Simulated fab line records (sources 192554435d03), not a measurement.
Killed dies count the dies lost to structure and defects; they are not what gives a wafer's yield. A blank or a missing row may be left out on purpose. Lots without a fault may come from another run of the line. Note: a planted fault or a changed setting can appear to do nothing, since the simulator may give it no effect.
fab line records	flow n5Finfet
[record] lots = 4	wafers = 11	lastDay = 19
route steps=1938 shown HKMG_FIN@426 GATE_CUT@465 BEOL_M4@1111 PASSIVATION@1936
lots that met no fault: from a run of the same line without faults
startH: the number of hours between the record's first day and the start of the first shown wafer of the lot	waitH: hours from the lot's prior step to this one	" repeats the value in the row above	L1.1+2: several wafers, shown together as one row	- value missing, or start not given	* or withheld: withheld	< > ~ a bound
route shown NAME@n: a module of which the file shows steps, and the number in the route of the first	usual: the fault-free wafers' mean and standard deviation	same: alike in all rows	chamber/n: place in a boat	sites: readings site by site	_std_site: standard deviation of those values	_edge_site: inner sites' mean taken away from outer sites' mean	radiusMm: for every site, how far away it sits from the centre of the wafer	mask NAME#n: copy n	behind: tool/chamber where the wafer was last shaped	hold: cause of the lot's hold/its duration in hours/its outcome	device: the n, p or np transistor that did not switch	end of line: the route-end tests of the same wafers	for a step that has no rows: nothing shown but its recipe	killed: not the wafer's yield, but the dies lost to structure and defects at the first sort	map: a wafer's dies, x killed, . not, _ none there
set.NAME: setting as actually run; set.NAME@STEP: the setting as run at that earlier step	model.NAME: the simulator's own value behind a step, which no gauge read
certain route steps with their lots: each step a table, each wafer a row
services: from which hour (startH, from the record's first day; less than 0 if before it) a tool's chamber was out of use, for how many hours, and why
[[steps]]
[step N5_HKMG_FIN_SOFTBAKE_07]
[recipe] tempC = 110	timeS = 60	resist = CAR-ArF
[step N5_HKMG_FIN_EXPOSE_09]
[recipe] maskId = NWFM	na = 1.35	sourceShape = conventional	sigmaOuter = 0.8	polarization = unpolarized	doseMj = 39.25
[step N5_HKMG_FIN_PEB_10]
[recipe] pebTempC = withheld	pebTimeS = 60	resist = CAR-ArF
[step N5_HKMG_FIN_DEVELOP_11]
[recipe] developTimeS = 30	developer = TMAH	resist = CAR-ArF	devTempC = 23	rinseLiquid = diw	dry = airSpin
[step N5_HKMG_FIN_DESCUM_17]
[recipe] chemistry = O2	timeS = 7.9	sourcePowerW = 50	biasPowerW = 20	pressureMtorr = 20	rfFrequencyHz = 2.712e+07	tempC = 40	resist = CAR-ArF	o2FlowSccm = 225
[step N5_HKMG_FIN_ETCH_31]
[recipe] chemistry = CF4	target = SiARC	targetDepthA = 455	maskMaterial = CAR-ArF	timeS = 75.8	ionEnergyEv = 80	pressureMtorr = 40	sourceW = 545	biasW = 36	Ar_flow_sccm = 100	cf4FlowSccm = 100	ends = cleared
[step N5_HKMG_FIN_ETCH_32]
[recipe] chemistry = N2/H2	target = SOC	targetDepthA = 2400	tempC = 40	timeS = 300	ionEnergyEv = 200	maskMaterial = SiARC	pressureMtorr = 30	sourceW = 840	biasW = 150	n2FlowSccm = 200	h2FlowSccm = 200
[step N5_HKMG_FIN_STRIP_33]
[recipe] chemistry = N2/H2	tempC = 40	n2FlowSccm = 200	h2FlowSccm = 200	rfFrequencyHz = 6e+07
[step N5_HKMG_FIN_STRIP_34]
[recipe] chemistry = CF4	resist = SiARC	powerW = 300	biasPowerW = 75	pressureMtorr = 50	cf4FlowSccm = 150	rfFrequencyHz = 6e+07
[step N5_HKMG_FIN_ETCH_35]
[recipe] chemistry = N2/H2	target = SOC	targetDepthA = 2158	ionEnergyEv = 65	biasW = 5	sourceW = 3000	timeS = 243.4	pressureMtorr = 30	n2FlowSccm = 200	h2FlowSccm = 200
[usual] drypumpMotorCurrentA = 5.9/0.49	oesProductAu = 0.77/0.098	rfVppV = 141.3/1	runLengthS = 267.0/0.35	showerheadPlenumPTorr = 2.51/0.085	throttleValvePct = 17.8/0.33
lot.wafer	tool	chamber	startH	waitH	drypumpMotorCurrentA	oesProductAu	rfHoursCounterH	rfVppV	runLengthS	showerheadPlenumPTorr	throttleValvePct	model.HKMG_FIN.featureDepthNm	model.etch.depthNm	model.SOC_of_HKMG_FIN_COAT_29.thkNm
L310.2	rieDiel-01	1	110.95	0.0	5.8	0.98	3	142.1	267.2	2.50	17.7	217.6	217.7	82
L310.3	"	2	"	"	6.5	0.78	132	140.7	266.5	2.45	18.3	212.8	212.7	84.8
L310.5	"	2	"	"	6.5	0.77	-	143.2	266.5	2.45	18.3	212	212.1	87
L316.1	rieDiel-01	3	149.57	0.0	6.0	0.96	23	140.3	194.5	2.47	17.2	156.8	156.8	142.6
L316.5	"	0	"	"	6.4	0.72	-	143.3	193.8	2.62	18.0	147.4	147.5	153
L316.6	"	1	"	"	5.8	0.92	-	140.8	266.8	2.49	17.8	218.2	218.2	81
L317.2	rieDiel-01	0	151.73	0.0	6.4	0.73	181	143.4	266.8	2.62	18.0	212	212	86.6
L317.5	"	3	"	"	5.9	0.96	-	141.3	194.3	2.47	17.2	157	157	142.4
L328.1	rieDiel-04	2	216.45	0.0	5.6	0.70	197	140.0	266.7	2.42	18.1	209.6	209.6	90.8
L328.4	"	0	"	"	6.0	0.74	146	142.2	266.6	2.55	18.3	209.8	209.9	91.2
L328.5	"	3	"	"	5.2	0.68	-	140.1	267.1	2.39	17.7	207.2	207.2	92.6
[step N5_HKMG_FIN_STRIP_92]
[recipe] chemistry = N2/H2	material = SOC	timeS = 20	powerW = 500	tempC = 40	pressureMtorr = 50	rfFrequencyHz = 6e+07	biasPowerW = 8	h2Frac = 0.5	n2FlowSccm = 300	h2FlowSccm = 300
[usual] drypumpMotorCurrentA = 5.9/0.5	oesProductAu = 0.77/0.098	rfVppV = 54.2/0.74	showerheadPlenumPTorr = 3.32/0.11	throttleValvePct = 19.1/0.46
lot.wafer	tool	chamber	startH	waitH	drypumpMotorCurrentA	oesProductAu	rfHoursCounterH	rfVppV	showerheadPlenumPTorr	throttleValvePct	model.SOC_of_HKMG_FIN_COAT_29.thkNm
L310.2	rieDiel-01	1	111.10	0.1	5.8	0.98	3	54.5	3.30	18.8	71.6
L310.3	"	2	"	"	6.6	0.77	132	55.6	3.24	19.8	74.6
L310.5	"	2	"	"	6.6	0.77	-	55.3	3.24	19.8	76.8
L316.1	rieDiel-01	3	149.72	0.1	5.9	0.94	23	54.0	3.27	18.2	132.2
L316.5	"	0	"	"	6.5	0.72	-	55.6	3.46	19.2	143.2
L316.6	"	1	"	"	5.8	0.92	-	54.3	3.29	18.8	70.8
L317.2	rieDiel-01	0	151.88	0.1	6.4	0.72	181	53.4	3.46	19.2	76.6
L317.5	"	3	"	"	5.9	0.95	-	54.6	3.26	18.2	132
L328.1	rieDiel-04	2	216.60	0.1	5.6	0.69	197	54.1	3.20	19.4	81
L328.4	"	0	"	"	6.0	0.74	146	54.2	3.36	19.7	81.4
L328.5	"	3	"	"	5.2	0.67	-	53.7	3.16	18.7	83
[step N5_HKMG_FIN_WET_ETCH_18]
[recipe] chemistry = SC1	target = TiN	mix = 1:1:5	tempC = *	timeS = 55	targetDepthNm = 5.2	dry = ipaMarangoni	rinseTimeS = 30	rinseTempC = 23
[step N5_HKMG_FIN_STRIP_19]
[recipe] chemistry = N2/H2	powerW = 2500	tempC = 300	h2Frac = 0.65	timeS = 360	pressureMtorr = withheld	n2FlowSccm = 1750	h2FlowSccm = 3250
[step N5_HKMG_FIN_ALD_91]
[recipe] material = TiN	targetThkA = 10	tempC = 400	aldPrecursorFamily = TiCl4	aldCoReactant = NH3	pulseTimeS = 1	purgeTimeS = 3	coReactantPurgeTimeS = 2	coReactantPulseTimeS = 2	aldCycles = 47	pressureTorr = 3
[step N5_HKMG_FIN_COAT_85]
[recipe] resist = SOC	tempC = 250	timeS = 60	spinRpm = 1500	resistThkNm = 300
[step N5_HKMG_FIN_ETCH_86]
[recipe] chemistry = N2/H2	target = SOC	targetDepthA = 3932	stopOn = TiN	ionEnergyEv = 100	biasW = 61	pressureMtorr = 30	sourceW = 850	n2FlowSccm = 200	h2FlowSccm = 200
[step N5_HKMG_FIN_STRIP_89]
[recipe] chemistry = N2/H2	material = SOC	timeS = 20	powerW = 500	tempC = 40	pressureMtorr = 50	rfFrequencyHz = 6e+07	biasPowerW = 8	h2Frac = 0.5	n2FlowSccm = 300	h2FlowSccm = 300
[step N5_HKMG_FIN_WET_ETCH_87]
[recipe] chemistry = SC1	target = TiN	mix = 1:2:40	tempC = 50	timeS = 154.2	targetDepthNm = 4.7	dry = ipaMarangoni	rinseTimeS = 30	rinseTempC = 23
[step N5_HKMG_FIN_STRIP_88]
[recipe] chemistry = N2/H2	powerW = 2500	tempC = 300	h2Frac = 0.65	timeS = 360	pressureMtorr = withheld	n2FlowSccm = 1750	h2FlowSccm = 3250
[step N5_HKMG_FIN_NWFM_ALD_20]
[recipe] material = TiAlC	targetThkA = 20	tempC = 300	aldPrecursorFamily = TiCl4	aldCoReactant = TEA	pulseTimeS = 3	purgeTimeS = 2	coReactantPurgeTimeS = 2	coReactantPulseTimeS = 10	aldCycles = 7	pressureTorr = 3
[step N5_HKMG_FIN_ALD_71]
[recipe] material = TiN	targetThkA = 10	tempC = 400	aldPrecursorFamily = TiCl4	aldCoReactant = NH3	pulseTimeS = 1	purgeTimeS = 3	coReactantPurgeTimeS = 2	coReactantPulseTimeS = 2	aldCycles = 47	pressureTorr = 3
[step N5_HKMG_FIN_COAT_66]
[recipe] resist = SOC	tempC = 250	timeS = 60	spinRpm = 1500	resistThkNm = 300
[step N5_HKMG_FIN_ETCH_67]
[recipe] chemistry = N2/H2	target = SOC	targetDepthA = 3889	stopOn = TiN	ionEnergyEv = 100	biasW = 61	pressureMtorr = 30	sourceW = 850	n2FlowSccm = 200	h2FlowSccm = 200
[step N5_HKMG_FIN_STRIP_90]
[recipe] chemistry = N2/H2	material = SOC	timeS = 20	powerW = 500	tempC = 40	pressureMtorr = 50	rfFrequencyHz = 6e+07	biasPowerW = 8	h2Frac = 0.5	n2FlowSccm = 300	h2FlowSccm = 300
[step N5_HKMG_FIN_WET_ETCH_73]
[recipe] chemistry = SC1	mix = 1:2:40	tempC = 50	timeS = 42.3	targetDepthNm = 1.3	dry = ipaMarangoni	rinseTimeS = 30	rinseTempC = 23
[step N5_HKMG_FIN_ETCHBACK_68]
[recipe] chemistry = Cl2/Ar	stopOn = HfO2	targetDepthA = 5	pressureMtorr = 10	icpW = 600	biasW = 60	Cl2_flow_sccm = 40	Ar_flow_sccm = 60
[step N5_HKMG_FIN_STRIP_69]
[recipe] chemistry = N2/H2	powerW = 2500	tempC = 300	h2Frac = 0.65	timeS = 360	pressureMtorr = withheld	n2FlowSccm = 1750	h2FlowSccm = 3250
[step N5_HKMG_FIN_ALD_21]
[recipe] material = TiN	targetThkA = 15	tempC = 400	aldPrecursorFamily = TiCl4	aldCoReactant = NH3	pulseTimeS = 1	purgeTimeS = 3	coReactantPurgeTimeS = 2	coReactantPulseTimeS = 2	aldCycles = 68	pressureTorr = 3
[step N5_HKMG_FIN_ALD_72]
[recipe] material = W	targetThkA = 20	tempC = 300	pressureTorr = 7.5	aldPrecursorFamily = WF6	aldCoReactant = B2H6	pulseTimeS = 1	purgeTimeS = 2	coReactantPurgeTimeS = 2	coReactantPulseTimeS = 3	aldCycles = 7
[step N5_HKMG_FIN_W_FILL_22]
[recipe] material = W	targetThkA = 600	tempC = 400	pressureTorr = 39.4	timeS = 18.2
[step N5_HKMG_FIN_PRECLEAN_83]
[recipe] chemistry = DIW	timeS = 57.5	tempC = 23
[step N5_HKMG_FIN_SRD_84]
[recipe] dryTimeS = 32	dry = n2Spin	spinRpm = 1500
[step N5_HKMG_FIN_CMP_23]
[recipe] stopOn = SiNx	tOverpolishS = 10	postCmpClean = rinseOnly	downForcePsi = 4	platenRpm = 50.289	padVelocityMS = 1.0006	targetThkNm = 46.326
[step N5_HKMG_FIN_CMP_94]
[recipe] stopOn = SiNx	postCmpClean = wDiluteNh4oh	tOverpolishS = 4.7	downForcePsi = 4	platenRpm = 50.289	padVelocityMS = 1.0006	targetThkNm = 43.299
[step N5_GATE_CUT_ETCHBACK_00]
[recipe] chemistry = SF6/Cl2	target = W	pressureMtorr = 8	icpW = 900	biasW = 80	SF6_flow_sccm = 40	Cl2_flow_sccm = 60
[step N5_GATE_CUT_ETCH_56]
[recipe] chemistry = Cl2/Ar	target = TiN	targetDepthA = 216	pressureMtorr = 10	icpW = 600	biasW = 60	Cl2_flow_sccm = 40	Ar_flow_sccm = 60
[step N5_GATE_CUT_ETCHBACK_30]
[recipe] chemistry = Cl2/Ar	target = TiN	targetDepthA = 30	mode = isotropic	pressureMtorr = 10	icpW = 600	biasW = 60	Cl2_flow_sccm = 40	Ar_flow_sccm = 60
[step N5_BEOL_M4_RC_MEAS_101]
[usual] DIBL_N = 35.8/1.7	DIBL_P = 35.3/2	IOFF_N = 0.150/0.026	IOFF_N_LONG = 5.58e-05/2.1e-06	IOFF_P = 0.194/0.029	ION_N = 667/11	ION_P = 456/7.1	SS_N = 71.4/0.65	SS_P = 73.1/0.64	VT_N = 251/3	VT_N_LONG = 274.4/2.1	VT_N_LVT = 99/3.1	VT_P = -252/3.2
lot.wafer	tool	chamber	startH	waitH	DIBL_N[mV/V]	DIBL_P[mV/V]	IOFF_N[nA/um]	IOFF_N_LONG[nA/um]	IOFF_P[nA/um]	ION_N[uA/um]	ION_P[uA/um]	SS_N[mV/dec]	SS_P[mV/dec]	VT_N[mV]	VT_N_LONG[mV]	VT_N_LVT[mV]	VT_P[mV]
L310.2	prober-02	0	248.22	0.2	36.9	37.5	0.171	5.58e-05	0.218	673	463	71.9	73.5	247	273.5	97	-251
L310.3	"	0	"	"	34.6	34.5	0.138	5.67e-05	0.170	675	460	71.3	73.3	252	271.3	99	-254
L310.5	"	0	"	"	31.0	30.2	0.091	5.64e-05	0.125	657	448	70.7	72.0	257	274.1	105	-257
L316.1	prober-02	0	286.57	0.0	37.1	38.5	0.113	4.07e-05	0.261	534	459	71.4	73.6	261	288.0	111	-246
L316.5	"	0	"	"	35.1	35.9	0.078	3.81e-05	0.216	491	465	70.6	73.1	267	289.7	118	-247
L316.6	"	0	"	"	35.1	34.1	0.126	5.39e-05	0.182	656	449	70.7	72.2	253	273.5	104	-250
L317.2	prober-02	0	307.86	0.5	32.2	31.2	0.094	5.38e-05	0.144	642	448	69.7	73.1	258	276.2	105	-255
L317.5	"	0	"	"	35.7	35.7	0.102	4.08e-05	0.210	536	458	72.2	73.4	260	287.0	109	-251
L328.1	prober-02	0	349.42	0.0	37.4	38.4	0.191	5.55e-05	0.199	681	451	71.3	74.2	247	274.0	92	-255
L328.4	"	0	"	"	38.1	39.3	0.192	5.51e-05	0.207	677	453	72.0	74.2	247	275.1	94	-252
L328.5	"	0	"	"	34.7	35.7	0.144	5.57e-05	0.164	666	447	71.4	73.0	248	275.1	97	-255
[step N5_PASSIVATION_PROBE_49]
[usual] defectLimitedYield = 91.5/1.4	killed_at_M0_to_M3 = 34/11	killed_at_M4_up = 15/6	killedAtContacts = 11/5.9	killedAtFrontEnd = 37/11	killedAtOther = 3.6/2.9	killedDies = 101/17	killedOnRim = 13/4	killedOpen = 66/12	killedShort = 33/7.8	sort_bin_5_function = 5.0/0.97	sort_bin_6_memory = 3.2/0.65	sort_bin_8_speed = 0.02/0.2	sortNPass = 1079/17	sortYieldPct = 91.4/1.4
[same] grossDies = 1180	killedAtBackSide = 0	sort_bin_4_leakage[%] = 0
lot.wafer	tool	chamber	startH	waitH	defectLimitedYield[%]	killed_at_M0_to_M3	killed_at_M4_up	killedAtContacts	killedAtFrontEnd	killedAtOther	killedDies	killedOnRim	killedOpen	killedShort	sort_bin_5_function[%]	sort_bin_6_memory[%]	sort_bin_8_speed[%]	sortNPass	sortYieldPct[%]
L310.2	prober-02	-	354.66	0.1	91.3	27	12	8	53	3	103	8	74	28	5.7	2.8	0	1077	91.3
L310.3	prober-02	-	354.71	0.1	90.4	33	13	24	41	2	113	13	75	33	4.9	3.9	0	1067	90.4
L310.5	prober-02	-	354.81	0.2	90.9	27	28	21	30	1	107	22	67	38	5.4	3.2	0	1073	90.9
L316.1	prober-02	-	401.80	0.0	90.8	27	20	9	45	7	108	18	70	34	5.3	3.3	90.85	0	0
L316.5	prober-02	-	402.00	0.2	92.8	34	6	11	30	4	85	11	50	31	4.7	2.1	92.80	0	0
L316.6	prober-02	-	402.05	0.3	92.3	39	13	6	32	1	91	15	59	31	3.6	3.8	0	1089	92.3
L317.2	prober-01	-	414.88	0.1	91.1	35	15	9	33	13	105	11	71	33	5.6	3.0	0.08	1074	91.0
L317.5	prober-01	-	415.03	0.2	92.1	24	16	11	39	3	93	7	65	28	5.0	2.7	92.12	0	0
L328.1	prober-02	-	462.25	0.0	84.4	73	15	16	76	4	184	21	127	55	9.6	5.8	0	996	84.4
L328.4	prober-02	-	462.40	0.2	90.1	38	8	2	65	4	117	13	69	47	5.8	3.8	0	1063	90.1
L328.5	prober-02	-	462.45	0.2	90.3	32	6	17	55	5	115	15	82	32	6.7	3.0	0	1065	90.3
// killed by level:class
L310.2 FIN_SAQP:geometricParticle:open=11 STI_FIN_REVEAL:geometricParticle:open=10 GATE_CUT:geometricParticle:short=9 GATE_CUT:geometricParticle:open=8 BEOL_M3:geometricParticle:open=8 BEOL_M4:geometricParticle:open=8 BEOL_M2:geometricParticle:open=7 DUMMY_GATE:geometricParticle:open=5
L310.3 MOL_CONTACT_COAG:geometricParticle:open=20 GATE_CUT:geometricParticle:open=9 BEOL_M3:geometricParticle:open=9 FIN_SAQP:geometricParticle:open=7 DUMMY_GATE:geometricParticle:open=6 BEOL_M0_SAQP:geometricParticle:open=6 BEOL_M0_SAQP:geometricParticle:short=5 BEOL_M2:geometricParticle:short=5
L310.5 MOL_CONTACT_COAG:geometricParticle:open=18 BEOL_M4:geometricParticle:open=12 BEOL_M2:geometricParticle:open=7 BEOL_M2:geometricParticle:short=7 BEOL_M5:geometricParticle:short=7 BEOL_M3:geometricParticle:open=6 DUMMY_GATE:geometricParticle:open=5 STARTING-WAFER:geometricParticle:short=5
L316.1 FIN_SAQP:geometricParticle:open=11 BEOL_M4:geometricParticle:open=11 BEOL_M0_SAQP:geometricParticle:short=9 FIN_SAQP:geometricParticle:short=8 MOL_CONTACT_COAG:geometricParticle:open=8 GATE_CUT:geometricParticle:open=6 BEOL_M3:geometricParticle:open=6 BEOL_M0_SAQP:geometricParticle:open=5
L316.5 BEOL_M0_SAQP:geometricParticle:short=10 MOL_CONTACT_COAG:geometricParticle:open=9 FIN_SAQP:geometricParticle:open=7 BEOL_M0_SAQP:geometricParticle:open=6 BEOL_M2:geometricParticle:open=5 STI_FIN_REVEAL:geometricParticle:open=4 GATE_CUT:geometricParticle:short=4 BEOL_M3:geometricParticle:open=4
L316.6 GATE_CUT:geometricParticle:short=7 BEOL_M0_SAQP:geometricParticle:short=7 BEOL_M0_SAQP:geometricParticle:open=7 BEOL_M3:geometricParticle:open=6 BEOL_M4:geometricParticle:open=6 FIN_SAQP:geometricParticle:open=5 MOL_CONTACT_COAG:geometricParticle:open=5 BEOL_M2:geometricParticle:open=5
L317.2 MOL_CONTACT_COAG:geometricParticle:open=8 BEOL_M2:geometricParticle:open=8 BEOL_M4:geometricParticle:open=8 FIN_SAQP:geometricParticle:open=7 BEOL_M0_SAQP:geometricParticle:open=7 STI_FIN_REVEAL:geometricParticle:open=6 BEOL_M0_SAQP:geometricParticle:short=6 FIN_SAQP:geometricParticle:short=5
L317.5 FIN_SAQP:geometricParticle:short=10 DUMMY_GATE:geometricParticle:open=9 STI_FIN_REVEAL:geometricParticle:open=8 MOL_CONTACT_COAG:geometricParticle:open=8 BEOL_M0_SAQP:geometricParticle:open=6 BEOL_M1:geometricParticle:open=4 BEOL_M2:geometricParticle:open=4 BEOL_M3:geometricParticle:open=4
L328.1 BEOL_M0_SAQP:geometricParticle:short=20 FIN_SAQP:geometricParticle:open=15 STI_FIN_REVEAL:geometricParticle:open=15 BEOL_M0_SAQP:geometricParticle:open=15 MOL_CONTACT_COAG:geometricParticle:open=14 BEOL_M2:geometricParticle:open=14 BEOL_M3:geometricParticle:open=11 FIN_SAQP:geometricParticle:short=8
L328.4 FIN_SAQP:geometricParticle:open=20 BEOL_M0_SAQP:geometricParticle:short=14 STI_FIN_REVEAL:geometricParticle:open=11 BEOL_M0_SAQP:geometricParticle:open=11 FIN_SAQP:geometricParticle:short=9 GATE_CUT:geometricParticle:short=7 ILD0:geometricParticle:short=4 BEOL_M2:geometricParticle:open=4
L328.5 STI_FIN_REVEAL:geometricParticle:open=15 MOL_CONTACT_COAG:geometricParticle:open=12 BEOL_M3:geometricParticle:open=12 GATE_CUT:geometricParticle:open=7 GATE_CUT:geometricParticle:short=6 MOL_CONTACT_COAG:geometricParticle:short=5 BEOL_M2:geometricParticle:open=5 FIN_SAQP:geometricParticle:open=4
// map L316.1 (x killed, . not)
_________________............________________
______________..x............x.._____________
___________......................x.__________
__________.........................x_________
________.....x.....................x.._______
_______.........x.................x....______
______.x.......x.................x......_____
_____.........xx..x......................____
____..x................x..........x.......___
___...x.....x.x..........x..........x....x.__
___x....x...x......x.....................xx__
__..x....................x...x.........x...._
__................x...........x...x........._
_x...........xxxx...........x........x...x.x.
_x.................x.................x...x...
_........x.x......x................x.........
_..x....x........................x.xx........
_........x......x......x........x............
_.........x....x.x...x.......................
_...............x...............x..x.........
_............x.........x.....x..xx..x........
__.................x.x...................x.._
__.x......xx.................x.........x...._
___.............................x........x.__
___..........x..............x..............__
____.................................x....___
_____x...x..............x..x.............____
______............................x..x.._____
_______...x..............x...x...x....x______
________..x..........................._______
__________..xx.x.......x.....x..x..._________
___________.....................x..__________
______________.x................_____________
_________________............________________
// map L317.2 (x killed, . not)
_________________....x.......________________
______________.x.....xx......x.._____________
___________............x..xx.......__________
__________.....x..........x......x.._________
________...x........xx.............x.._______
_______................................______
______........x........................._____
_____..........x.........................____
____........x.x......x.....x.....x........___
___.x...........................x.....x....__
___..........................x....x........__
__....x......x.............................._
__.............x.x...................xx...x._
_............x..................x....x.......
_.................x........xx..x.............
_......x.x.......................x.....xx....
_..x........x...xx...........................
_.........xx.................x...............
_......xx.........................x.x...x...x
_.....................................xxx....
_............................................
__..........x...xx.......x.....x............_
__x...........x...x...x...............x....._
___...........x......x.x.x.................__
___.............x...x..xx............x.....__
____........................x.............___
_____................x.x.................____
______..x...x....x.......x............x._____
_______....x.x...........x.............______
________....x.x...............x......._______
__________x............x....xx......_________
___________.....x......x...........__________
______________......x.....x....._____________
_________________.x.........x________________
[[services]]
tool	chamber	startH	hours	kind
rieDiel-01	1	89.16	-	clean
rieDiel-01	1	89.16	-	consumableReplace:focusRing
rieDiel-01	1	89.16	14.5	scheduledDown
rieDiel-01	1	89.16	14.5	ventCycle
rieDiel-01	0	100.51	13.7	repair
rieDiel-04	2	110.41	45.9	repair
rieDiel-04	-	115.75	0.4	repair
rieDiel-04	1	156.64	-	clean
rieDiel-04	1	156.64	-	consumableReplace:focusRing
rieDiel-04	1	156.64	21.8	scheduledDown
rieDiel-04	1	156.64	21.8	ventCycle
rieDiel-04	0	159.67	9.2	repair
rieDiel-04	3	166.89	6.3	repair
rieDiel-01	2	196.01	16.2	repair
[[key]]
[firstSign] step = N5_HKMG_FIN_ETCH_35	reading = runLengthS	direction = down	sigmas = 99+	usual = *	struck = *
[effect] step = N5_BEOL_M4_RC_MEAS_101	reading = ION_N	direction = down	sigmas = 14	usual = 667	struck = 520
[effect] step = N5_BEOL_M4_RC_MEAS_101	reading = IOFF_N_LONG	direction = down	sigmas = 7.6	usual = 5.58e-05	struck = 3.99e-05
[effect] step = N5_BEOL_M4_RC_MEAS_101	reading = VT_N_LONG	direction = up	sigmas = 6.7	usual = 274.4	struck = 288.2
[effect] step = N5_BEOL_M4_RC_MEAS_101	reading = VT_N_LVT	direction = up	sigmas = 4.7	usual = 99	struck = 113
[effect] step = N5_BEOL_M4_RC_MEAS_101	reading = VT_N	direction = up	sigmas = 4	usual = 251	struck = 263
[effect] step = N5_BEOL_M4_RC_MEAS_101	reading = IOFF_N	direction = down	sigmas = 2	usual = 0.150	struck = 0.098	wafersMoved = 2
[effect] step = N5_PASSIVATION_PROBE_49	reading = sort_bin_8_speed	direction = up	sigmas = 99+	usual = 0.02	struck = 91.92
[modelEffect] step = N5_HKMG_FIN_ETCH_35	value = HKMG_FIN.featureDepthNm	without = 219.3	struck = 153.7
[modelEffect] step = N5_HKMG_FIN_STRIP_92	value = SOC_of_HKMG_FIN_COAT_29.thkNm	without = 70.2	struck = 135.8
metAt N5_HKMG_FIN_ETCH_35
struckWafers L316.1,L316.5,L317.5
onsetBetween 110.95 149.57
[fault] kind = processParameterDrift	tool = rieDiel-01	chamber = -	onsetH = 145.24	steps = N5_HKMG_FIN_ETCH_35	channel = timeS	offset = *	shape = step	endH = 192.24	scope = struckWafersOnly	actsIn = *	stated = *
